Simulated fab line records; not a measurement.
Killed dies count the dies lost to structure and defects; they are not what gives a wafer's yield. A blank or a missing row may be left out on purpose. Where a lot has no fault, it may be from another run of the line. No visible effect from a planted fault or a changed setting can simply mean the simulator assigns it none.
fab line records + flow n5-finfet + part 2 of 2: steps 5 to 6 of 6
record
- lots=21
- wafers=63
- last-day=21
route steps=1938 shown FIN_SAQP@94
lots that met no fault: from a run of the same line without faults
start-h: hours from the record's opening day to when the first of the lot's shown wafers began + wait-h: time in hours since the lot's previous step + " as in the row above + L1.1+2: a row that stands for several wafers + - no value, or no start was given + * or withheld: withheld + < > ~ a bound
route shown NAME@n: NAME is a module with steps in the file, n the number in the route of the first one + usual: mean/standard deviation taken from wafers without a fault + same: alike in all rows + chamber/n: place in a boat + sites: the reading at each site + _std_site: the values' standard deviation + _edge_site: mean of outer sites minus mean of inner sites + radius-mm: how far each site lies from the wafer's centre + mask NAME#n: copy n + behind: the tool/chamber that last shaped the wafer + hold: why the lot was held/for how many hours/how that ended + device: whichever transistor did not switch (one of n, p or np) + end of line: at the end of the route, the tests of the same wafers + where a step has no rows: the recipe by itself + killed: not the wafer's yield, but the dies lost to structure and defects at the first sort + map: shows each die of a wafer: x if killed, . if not, _ if none is there
set.NAME: the run value of the setting; set.NAME@STEP: its run value at that earlier step + model.NAME: the simulator's own value behind a step, which no gauge read
one table for each step of the route and one row for each wafer, over a sample of lots
services: from which hour (start-h, from the record's first day; less than 0 if before it) a tool's chamber was out of use, for how many hours, and why
## steps
# step N5_FIN_SAQP_ETCH_69
# recipe
- chemistry=N2/H2
- target=SOC
- target-depth-a=1500
- stop-on=SiNx
- ion-energy-ev=100
- bias-w=61
- pressure-mtorr=30
- source-w=850
- n2-flow-sccm=200
- h2-flow-sccm=200
# usual
- chamber-pressure-mTorr=29.999/0.027
- drypump-motor-current-A=6.0/0.39
- oes-product-au=0.78/0.087
- rf-vpp-V=241.0/1.4
- showerhead-plenum-p-Torr=2.57/0.094
- throttle-valve-pct=17.8/0.3
| lot.wafer | tool        | chamber | start-h | wait-h | chamber-pressure-mTorr | drypump-motor-current-A | oes-product-au | rf-hours-counter-h | rf-vpp-V | showerhead-plenum-p-Torr | throttle-valve-pct |
|-----------|-------------|---------|---------|--------|------------------------|-------------------------|----------------|--------------------|----------|--------------------------|--------------------|
| L075.1    | rie-diel-05 | 2       | 30.58   | -      | 29.983                 | 5.8                     | 0.99           | 0                  | 240.7    | 2.61                     | 17.6               |
| L075.4    | "           | 3       | "       | "      | 29.990                 | 6.7                     | 0.71           | 237                | 239.0    | 2.38                     | 17.8               |
| L075.5    | "           | 3       | "       | "      | 29.976                 | 6.7                     | 0.71           | -                  | 238.5    | 2.38                     | 17.7               |
| L076.2    | rie-diel-05 | 1       | 36.65   | -      | 29.976                 | 6.2                     | 0.68           | 234                | 239.9    | 2.42                     | 18.3               |
| L076.5    | "           | 0       | "       | "      | 29.982                 | 5.7                     | 0.89           | -                  | 243.1    | 2.68                     | 17.2               |
| L076.6    | "           | 3       | "       | "      | 30.011                 | 6.8                     | 0.71           | -                  | 240.1    | 2.38                     | 17.7               |
| L078.1    | rie-diel-01 | 1       | 48.67   | -      | 30.009                 | 5.9                     | 0.70           | 193                | 239.6    | 2.51                     | 18.0               |
| L078.4    | "           | 0       | "       | "      | 30.027                 | 6.2                     | 0.87           | 35                 | 243.3    | 2.73                     | 17.9               |
| L078.6    | "           | 2       | "       | "      | 30.016                 | 5.6                     | 0.77           | -                  | 241.1    | 2.56                     | 17.6               |
| L079.2    | rie-diel-01 | 2       | 54.38   | -      | 29.980                 | 5.5                     | 0.77           | 135                | 240.6    | 2.56                     | 17.6               |
| L079.3    | "           | 0       | "       | "      | 29.999                 | 6.2                     | 0.87           | 36                 | 242.7    | 2.73                     | 17.9               |
| L079.4    | "           | 3       | "       | "      | 29.971                 | 6.4                     | 0.76           | 130                | 240.8    | 2.55                     | 17.5               |
| L080.2    | rie-diel-01 | 1       | 60.62   | -      | 29.982                 | 5.9                     | 0.70           | 196                | 241.1    | 2.51                     | 18.1               |
| L080.4    | "           | 3       | "       | "      | 30.000                 | 6.4                     | 0.75           | 132                | 241.2    | 2.55                     | 17.5               |
| L080.5    | "           | 2       | "       | "      | 30.042                 | 5.6                     | 0.77           | -                  | 240.9    | 2.56                     | 17.6               |
| L081.1    | rie-diel-05 | 0       | 67.39   | -      | 29.990                 | 5.7                     | 0.87           | 25                 | 241.9    | 2.68                     | 17.2               |
| L081.2    | "           | 3       | "       | "      | 29.966                 | 6.7                     | 0.71           | 245                | 237.6    | 2.38                     | 17.8               |
| L081.6    | "           | 1       | "       | "      | 29.962                 | 6.2                     | 0.68           | -                  | 239.1    | 2.41                     | 18.3               |
| L082.1    | rie-diel-01 | 0       | 74.95   | -      | 30.091                 | 6.2                     | 0.86           | 42                 | 244.1    | 2.73                     | 17.9               |
| L082.3    | "           | 3       | "       | "      | 29.975                 | 6.4                     | 0.75           | 136                | 239.3    | 2.55                     | 17.5               |
| L082.6    | "           | 2       | "       | "      | 29.959                 | 5.5                     | 0.76           | -                  | 241.4    | 2.56                     | 17.6               |
| L083.1    | rie-diel-01 | 1       | 79.80   | -      | 30.023                 | 5.9                     | 0.69           | 201                | 239.6    | 2.51                     | 18.1               |
| L083.2    | "           | 3       | "       | "      | 30.038                 | 6.4                     | 0.74           | 137                | 241.5    | 2.55                     | 17.5               |
| L083.5    | "           | 2       | "       | "      | 29.979                 | 5.6                     | 0.76           | -                  | 242.4    | 2.56                     | 17.6               |
| L084.1    | rie-diel-05 | 2       | 87.38   | -      | 30.028                 | 5.7                     | 0.91           | 14                 | 241.2    | 2.61                     | 17.6               |
| L084.3    | "           | 3       | "       | "      | 29.986                 | 6.7                     | 0.70           | 250                | 239.1    | 2.38                     | 17.8               |
| L084.5    | "           | 1       | "       | "      | 29.959                 | 6.2                     | 0.68           | -                  | 238.0    | 2.41                     | 18.3               |
| L085.2    | rie-diel-01 | 3       | 94.14   | -      | 30.023                 | 6.4                     | 0.74           | 142                | 240.1    | 2.54                     | 17.5               |
| L085.3    | "           | 2       | "       | "      | 30.000                 | 5.6                     | 0.76           | 147                | 240.4    | 2.56                     | 17.7               |
| L085.6    | "           | 1       | "       | "      | 29.999                 | 5.9                     | 0.70           | -                  | 239.0    | 2.51                     | 18.1               |
| L086.3    | rie-diel-04 | 3       | 102.64  | -      | 30.036                 | 5.7                     | 0.71           | 216                | 241.3    | 2.62                     | 17.9               |
| L086.5    | "           | 0       | "       | "      | 29.974                 | 5.1                     | 0.69           | -                  | 240.2    | 2.52                     | 18.1               |
| L086.6    | "           | 3       | "       | "      | 30.056                 | 5.7                     | 0.71           | -                  | 242.2    | 2.62                     | 17.9               |
| L087.1    | rie-diel-01 | 1       | 105.38  | -      | 29.978                 | 5.9                     | 0.69           | 208                | 240.0    | 2.51                     | 18.1               |
| L087.2    | "           | 3       | "       | "      | 30.017                 | 6.4                     | 0.74           | 146                | 240.3    | 2.54                     | 17.5               |
| L087.6    | "           | 2       | "       | "      | 29.968                 | 5.5                     | 0.75           | -                  | 241.3    | 2.55                     | 17.7               |
| L088.1    | rie-diel-01 | 2       | 108.67  | -      | 29.995                 | 5.6                     | 0.75           | 152                | 242.1    | 2.55                     | 17.6               |
| L088.5    | "           | 3       | "       | "      | 29.945                 | 6.4                     | 0.75           | -                  | 241.2    | 2.54                     | 17.5               |
| L088.6    | "           | 0       | "       | "      | 29.980                 | 6.2                     | 0.84           | -                  | 242.3    | 2.73                     | 18.0               |
| L089.1    | rie-diel-05 | 2       | 115.71  | -      | 29.985                 | 5.8                     | 0.90           | 20                 | 240.7    | 2.60                     | 17.6               |
| L089.2    | "           | 0       | "       | "      | 30.007                 | 5.7                     | 0.85           | 35                 | 244.4    | 2.68                     | 17.2               |
| L089.5    | "           | 2       | "       | "      | 30.005                 | 5.8                     | 0.90           | -                  | 242.0    | 2.60                     | 17.6               |
| L090.2    | rie-diel-05 | 2       | 121.69  | -      | 30.001                 | 5.8                     | 0.90           | 22                 | 239.8    | 2.60                     | 17.6               |
| L090.3    | "           | 0       | "       | "      | 30.018                 | 5.7                     | 0.84           | 38                 | 243.3    | 2.68                     | 17.2               |
| L090.6    | "           | 0       | "       | "      | 29.999                 | 5.7                     | 0.85           | -                  | 242.7    | 2.68                     | 17.2               |
| L091.3    | rie-diel-04 | 1       | 126.79  | -      | 29.982                 | 6.3                     | 0.92           | 20                 | 241.5    | 2.62                     | 18.0               |
| L091.4    | "           | 0       | "       | "      | 30.030                 | 5.1                     | 0.68           | 224                | 238.9    | 2.52                     | 18.2               |
| L091.6    | "           | 0       | "       | "      | 29.978                 | 5.1                     | 0.69           | -                  | 240.4    | 2.52                     | 18.2               |
| L093.1    | rie-diel-04 | 3       | 138.43  | -      | 29.999                 | 5.6                     | 0.71           | 227                | 241.3    | 2.62                     | 17.9               |
| L093.3    | "           | 1       | "       | "      | 29.987                 | 6.3                     | 0.91           | 23                 | 240.8    | 2.62                     | 18.0               |
| L093.6    | "           | 3       | "       | "      | 29.961                 | 5.7                     | 0.70           | -                  | 242.4    | 2.62                     | 17.9               |
| L094.1    | rie-diel-05 | 3       | 145.56  | -      | 29.997                 | 6.7                     | 0.93           | 8                  | 243.4    | 2.69                     | 17.4               |
| L094.3    | "           | 1       | "       | "      | 29.974                 | 6.2                     | 0.98           | 1                  | 243.4    | 2.73                     | 18.0               |
| L094.4    | "           | 2       | "       | "      | 30.016                 | 5.8                     | 0.88           | 30                 | 240.3    | 2.60                     | 17.7               |
| L095.1    | rie-diel-05 | 2       | 151.63  | -      | 30.018                 | 5.8                     | 0.87           | 34                 | 242.1    | 2.60                     | 17.7               |
| L095.3    | "           | 3       | "       | "      | 30.027                 | 6.7                     | 0.91           | 11                 | 244.1    | 2.69                     | 17.4               |
| L095.6    | "           | 1       | "       | "      | 29.988                 | 6.2                     | 0.96           | -                  | 242.2    | 2.73                     | 18.0               |
| L096.1    | rie-diel-04 | 3       | 157.59  | -      | 29.970                 | 5.7                     | 0.70           | 236                | 241.3    | 2.62                     | 17.9               |
| L096.5    | "           | 1       | "       | "      | 30.000                 | 6.3                     | 0.90           | -                  | 240.3    | 2.61                     | 18.0               |
| L096.6    | "           | 0       | "       | "      | 29.983                 | 5.1                     | 0.67           | -                  | 240.8    | 2.52                     | 18.1               |
| L097.2    | rie-diel-01 | 1       | 163.33  | -      | 29.980                 | 5.9                     | 0.67           | 225                | 240.0    | 2.50                     | 18.1               |
| L097.3    | "           | 3       | "       | "      | 29.970                 | 6.5                     | 0.73           | 162                | 240.1    | 2.54                     | 17.6               |
| L097.6    | "           | 3       | "       | "      | 30.042                 | 6.5                     | 0.73           | -                  | 240.5    | 2.54                     | 17.5               |
# step N5_FIN_SAQP_ETCH_34
# recipe
- chemistry=C4F6/O2
- target=SiO2
- target-depth-a=450
- time-s=15
- ion-energy-ev=250
- pressure-mtorr=30
- source-w=345
- bias-w=185
- Ar_flow_sccm=300
- C4F6_flow_sccm=10
- O2_flow_sccm=10
- ends=cleared
# usual
- O2_flow_sccm=10.001/0.03
- chamber-pressure-mTorr=29.999/0.029
- drypump-motor-current-A=5.9/0.43
- etch-rf-on-time-s=15.0/0.31
- oes_o_777_au=0.79/0.089
- oes-product-au=0.68/0.079
- rf-vpp-V=667/22
- showerhead-plenum-p-Torr=2.88/0.1
- throttle-valve-pct=20.98/0.2
| lot.wafer | tool        | chamber | start-h | wait-h | O2_flow_sccm | chamber-pressure-mTorr | drypump-motor-current-A | etch-rf-on-time-s | oes_o_777_au | oes-product-au | rf-hours-counter-h | rf-vpp-V | showerhead-plenum-p-Torr | throttle-valve-pct |
|-----------|-------------|---------|---------|--------|--------------|------------------------|-------------------------|-------------------|--------------|----------------|--------------------|----------|--------------------------|--------------------|
| L075.1    | rie-diel-05 | 2       | 31.75   | 0.0    | 10.081       | 30.041                 | 5.8                     | 15.2              | 0.92         | 0.84           | 1                  | 670      | 2.89                     | 20.73              |
| L075.4    | "           | 0       | "       | "      | 10.032       | 29.928                 | 5.7                     | 14.7              | 0.91         | 0.78           | 17                 | 646      | 3.03                     | 20.70              |
| L075.5    | "           | 1       | "       | "      | 10.000       | 30.020                 | 6.2                     | 15.2              | 0.65         | 0.58           | -                  | 695      | 2.69                     | 21.35              |
| L076.2    | rie-diel-01 | 2       | 37.71   | 0.0    | 10.009       | 30.033                 | 5.6                     | 14.7              | 0.75         | 0.68           | 130                | 680      | 2.86                     | 20.84              |
| L076.5    | "           | 2       | "       | "      | 9.991        | 30.024                 | 5.5                     | 14.7              | 0.75         | 0.67           | -                  | 681      | 2.86                     | 20.84              |
| L076.6    | "           | 3       | "       | "      | 10.031       | 30.020                 | 6.5                     | 15.2              | 0.75         | 0.66           | -                  | 678      | 2.84                     | 20.65              |
| L078.1    | rie-diel-01 | 0       | 49.62   | 0.0    | 10.000       | 29.949                 | 6.2                     | 15.3              | 0.86         | 0.75           | 35                 | 658      | 3.05                     | 21.07              |
| L078.4    | "           | 3       | "       | "      | 10.035       | 30.034                 | 6.4                     | 15.3              | 0.76         | 0.66           | 129                | 679      | 2.84                     | 20.64              |
| L078.6    | "           | 3       | "       | "      | 10.003       | 29.994                 | 6.4                     | 15.3              | 0.75         | 0.66           | -                  | 678      | 2.84                     | 20.63              |
| L079.2    | rie-diel-01 | 0       | 55.33   | 0.0    | 9.996        | 29.990                 | 6.2                     | 15.3              | 0.86         | 0.75           | 37                 | 657      | 3.05                     | 21.07              |
| L079.3    | "           | 2       | "       | "      | 9.998        | 30.030                 | 5.5                     | 14.8              | 0.74         | 0.66           | 136                | 681      | 2.86                     | 20.85              |
| L079.4    | "           | 1       | "       | "      | 9.987        | 29.984                 | 6.0                     | 14.7              | 0.70         | 0.61           | 194                | 674      | 2.80                     | 21.14              |
| L080.2    | rie-diel-05 | 0       | 61.57   | 0.0    | 10.004       | 30.007                 | 5.7                     | 14.7              | 0.91         | 0.76           | 23                 | 645      | 3.03                     | 20.70              |
| L080.4    | "           | 3       | "       | "      | 10.047       | 29.966                 | 6.7                     | 14.5              | 0.73         | 0.61           | 243                | 656      | 2.71                     | 21.25              |
| L080.5    | "           | 3       | "       | "      | 10.017       | 30.038                 | 6.7                     | 14.7              | 0.74         | 0.62           | -                  | 655      | 2.71                     | 21.25              |
| L081.1    | rie-diel-04 | 2       | 69.12   | 0.0    | 9.998        | 29.980                 | 5.7                     | 14.8              | 0.78         | 0.72           | 64                 | 703      | 2.88                     | 20.85              |
| L081.2    | "           | 0       | "       | "      | 10.039       | 29.999                 | 5.1                     | 15.0              | 0.76         | 0.61           | 208                | 625      | 2.78                     | 21.08              |
| L081.6    | "           | 2       | "       | "      | 10.009       | 30.047                 | 5.7                     | 14.7              | 0.78         | 0.72           | -                  | 703      | 2.88                     | 20.84              |
| L082.1    | rie-diel-01 | 3       | 76.74   | 0.0    | 10.012       | 30.049                 | 6.4                     | 15.4              | 0.75         | 0.65           | 136                | 679      | 2.84                     | 20.64              |
| L082.3    | "           | 0       | "       | "      | 9.975        | 29.968                 | 6.2                     | 15.4              | 0.85         | 0.73           | 42                 | 656      | 3.05                     | 21.08              |
| L082.6    | "           | 1       | "       | "      | 9.947        | 29.952                 | 6.0                     | 14.7              | 0.70         | 0.60           | -                  | 674      | 2.80                     | 21.15              |
| L083.1    | rie-diel-04 | 2       | 81.84   | 0.0    | 10.082       | 30.050                 | 5.7                     | 14.9              | 0.78         | 0.71           | 66                 | 702      | 2.88                     | 20.86              |
| L083.2    | "           | 0       | "       | "      | 10.006       | 30.012                 | 5.1                     | 15.1              | 0.75         | 0.60           | 211                | 626      | 2.78                     | 21.09              |
| L083.5    | "           | 3       | "       | "      | 10.007       | 30.007                 | 5.7                     | 14.5              | 0.76         | 0.63           | -                  | 682      | 2.91                     | 20.98              |
| L084.1    | rie-diel-05 | 0       | 89.30   | 0.0    | 9.982        | 30.064                 | 5.7                     | 14.7              | 0.88         | 0.75           | 30                 | 646      | 3.02                     | 20.74              |
| L084.3    | "           | 3       | "       | "      | 9.947        | 29.996                 | 6.7                     | 14.6              | 0.73         | 0.61           | 250                | 656      | 2.71                     | 21.25              |
| L084.5    | "           | 2       | "       | "      | 10.018       | 30.008                 | 5.8                     | 15.2              | 0.86         | 0.79           | -                  | 669      | 2.89                     | 20.73              |
| L085.2    | rie-diel-04 | 0       | 98.27   | 0.0    | 9.986        | 29.991                 | 5.1                     | 15.4              | 0.75         | 0.59           | 214                | 625      | 2.78                     | 21.07              |
| L085.3    | "           | 2       | "       | "      | 9.979        | 29.979                 | 5.7                     | 15.0              | 0.78         | 0.70           | 69                 | 704      | 2.87                     | 20.86              |
| L085.6    | "           | 3       | "       | "      | 9.959        | 29.999                 | 5.7                     | 14.6              | 0.76         | 0.62           | -                  | 681      | 2.91                     | 20.98              |
| L086.3    | rie-diel-01 | 3       | 103.69  | 0.0    | 9.991        | 30.010                 | 6.4                     | 15.4              | 0.75         | 0.64           | 145                | 679      | 2.83                     | 20.67              |
| L086.5    | "           | 3       | "       | "      | 10.031       | 29.987                 | 6.4                     | 15.7              | 0.74         | 0.63           | -                  | 679      | 2.83                     | 20.66              |
| L086.6    | "           | 2       | "       | "      | 10.011       | 30.018                 | 5.6                     | 15.1              | 0.73         | 0.65           | -                  | 681      | 2.85                     | 20.85              |
| L087.1    | rie-diel-04 | 3       | 106.32  | 0.0    | 9.953        | 30.030                 | 5.6                     | 14.5              | 0.75         | 0.62           | 218                | 681      | 2.91                     | 20.99              |
| L087.2    | "           | 1       | "       | "      | 9.999        | 30.028                 | 6.3                     | 15.2              | 0.95         | 0.81           | 12                 | 645      | 2.93                     | 21.16              |
| L087.6    | "           | 1       | "       | "      | 10.046       | 30.066                 | 6.3                     | 15.2              | 0.96         | 0.81           | -                  | 647      | 2.93                     | 21.13              |
| L088.1    | rie-diel-04 | 3       | 109.80  | 0.0    | 10.028       | 29.931                 | 5.6                     | 14.4              | 0.75         | 0.62           | 219                | 680      | 2.91                     | 21.01              |
| L088.5    | "           | 0       | "       | "      | 9.950        | 29.959                 | 5.1                     | 15.3              | 0.74         | 0.60           | -                  | 626      | 2.77                     | 21.09              |
| L088.6    | "           | 1       | "       | "      | 10.021       | 29.950                 | 6.3                     | 15.0              | 0.96         | 0.81           | -                  | 646      | 2.93                     | 21.18              |
| L089.1    | rie-diel-04 | 3       | 117.28  | 0.0    | 10.007       | 29.978                 | 5.7                     | 14.5              | 0.76         | 0.61           | 222                | 679      | 2.90                     | 20.98              |
| L089.2    | "           | 1       | "       | "      | 9.991        | 29.958                 | 6.3                     | 15.1              | 0.94         | 0.80           | 16                 | 646      | 2.93                     | 21.16              |
| L089.5    | "           | 1       | "       | "      | 9.986        | 29.977                 | 6.3                     | 15.1              | 0.94         | 0.80           | -                  | 646      | 2.93                     | 21.18              |
| L090.2    | rie-diel-05 | 3       | 122.67  | 0.0    | 10.025       | 29.991                 | 6.7                     | 14.9              | 1.02         | 0.83           | 0                  | 667      | 3.05                     | 20.95              |
| L090.3    | "           | 2       | "       | "      | 10.028       | 30.023                 | 5.7                     | 15.1              | 0.84         | 0.77           | 23                 | 669      | 2.88                     | 20.76              |
| L090.6    | "           | 2       | "       | "      | 10.005       | 29.985                 | 5.8                     | 15.0              | 0.83         | 0.77           | -                  | 668      | 2.88                     | 20.76              |
| L091.3    | rie-diel-04 | 1       | 127.86  | 0.0    | 9.995        | 30.028                 | 6.3                     | 15.1              | 0.93         | 0.80           | 20                 | 645      | 2.93                     | 21.16              |
| L091.4    | "           | 0       | "       | "      | 9.999        | 29.995                 | 5.1                     | 15.4              | 0.74         | 0.59           | 224                | 626      | 2.77                     | 21.08              |
| L091.6    | "           | 2       | "       | "      | 10.036       | 30.013                 | 5.7                     | 14.8              | 0.77         | 0.70           | -                  | 703      | 2.87                     | 20.86              |
| L093.1    | rie-diel-04 | 0       | 139.51  | 0.0    | 9.938        | 30.043                 | 5.1                     | 15.5              | 0.74         | 0.58           | 227                | 624      | 2.77                     | 21.12              |
| L093.3    | "           | 2       | "       | "      | 9.952        | 29.958                 | 5.7                     | 14.9              | 0.76         | 0.69           | 82                 | 702      | 2.87                     | 20.88              |
| L093.6    | "           | 2       | "       | "      | 9.992        | 29.990                 | 5.7                     | 14.8              | 0.76         | 0.69           | -                  | 702      | 2.87                     | 20.87              |
| L094.1    | rie-diel-05 | 2       | 146.84  | 0.0    | 9.986        | 30.011                 | 5.7                     | 15.3              | 0.82         | 0.76           | 31                 | 670      | 2.88                     | 20.76              |
| L094.3    | "           | 3       | "       | "      | 10.013       | 30.014                 | 6.7                     | 14.8              | 0.97         | 0.79           | 9                  | 666      | 3.05                     | 20.94              |
| L094.4    | "           | 1       | "       | "      | 10.007       | 29.964                 | 6.2                     | 14.5              | 0.91         | 0.84           | 2                  | 706      | 3.02                     | 21.12              |
| L095.1    | rie-diel-04 | 3       | 152.81  | 0.0    | 9.962        | 29.989                 | 5.7                     | 14.6              | 0.74         | 0.61           | 233                | 680      | 2.90                     | 21.00              |
| L095.3    | "           | 1       | "       | "      | 9.999        | 30.009                 | 6.3                     | 15.2              | 0.92         | 0.77           | 28                 | 647      | 2.93                     | 21.18              |
| L095.6    | "           | 3       | "       | "      | 10.002       | 29.989                 | 5.7                     | 14.6              | 0.75         | 0.61           | -                  | 680      | 2.90                     | 21.00              |
| L096.1    | rie-diel-01 | 3       | 158.53  | 0.0    | 10.013       | 29.993                 | 6.4                     | 15.3              | 0.74         | 0.63           | 160                | 678      | 2.83                     | 20.70              |
| L096.5    | "           | 2       | "       | "      | 9.975        | 30.009                 | 5.5                     | 15.3              | 0.72         | 0.62           | -                  | 680      | 2.84                     | 20.87              |
| L096.6    | "           | 1       | "       | "      | 10.040       | 30.026                 | 5.9                     | 14.9              | 0.68         | 0.58           | -                  | 674      | 2.79                     | 21.18              |
| L097.2    | rie-diel-01 | 1       | 164.37  | 0.0    | 10.019       | 29.992                 | 6.0                     | 15.1              | 0.68         | 0.58           | 225                | 674      | 2.79                     | 21.18              |
| L097.3    | "           | 2       | "       | "      | 9.989        | 30.017                 | 5.6                     | 15.2              | 0.72         | 0.63           | 167                | 681      | 2.84                     | 20.88              |
| L097.6    | "           | 0       | "       | "      | 9.978        | 30.006                 | 6.2                     | 15.4              | 0.82         | 0.70           | -                  | 659      | 3.03                     | 21.13              |
## services
| tool          | chamber | start-h | hours | kind                          |
|---------------|---------|---------|-------|-------------------------------|
| ald-sin-01    | 0       | 7.79    | -     | clean                         |
| rie-diel-01   | 1       | 10.07   | 16.5  | repair                        |
| ald-sin-04    | -       | 11.02   | 1.1   | repair                        |
| rie-diel-04   | 2       | 16.14   | 10.4  | repair                        |
| ald-sin-03    | -       | 18.53   | 2.8   | pm                            |
| rie-diel-04   | 1       | 39.38   | -     | clean                         |
| rie-diel-04   | 1       | 39.38   | -     | consumable-replace:focus-ring |
| rie-diel-04   | 1       | 39.38   | 12.5  | scheduled-down                |
| rie-diel-04   | 1       | 39.38   | 12.5  | vent-cycle                    |
| rtp-anneal-02 | -       | 40.59   | 5.3   | pm                            |
| ald-sin-04    | -       | 55.95   | 1.2   | repair                        |
| ald-sin-01    | -       | 79.38   | 14.6  | pm                            |
| rie-diel-05   | 3       | 89.42   | -     | clean                         |
| rie-diel-05   | 3       | 89.42   | -     | consumable-replace:focus-ring |
| rie-diel-05   | 3       | 89.42   | -     | consumable-replace:showerhead |
| rie-diel-05   | 3       | 89.42   | 32.7  | scheduled-down                |
| rie-diel-05   | 3       | 89.42   | 32.7  | vent-cycle                    |
| rie-diel-05   | -       | 89.99   | 15.6  | pm                            |
| rie-diel-01   | -       | 109.73  | 14.6  | pm                            |
| rie-diel-05   | 1       | 122.16  | -     | clean                         |
| rie-diel-05   | 1       | 122.16  | -     | consumable-replace:focus-ring |
| rie-diel-05   | 1       | 122.16  | -     | consumable-replace:showerhead |
| rie-diel-05   | 1       | 122.16  | 17.9  | scheduled-down                |
| rie-diel-05   | 1       | 122.16  | 17.9  | vent-cycle                    |
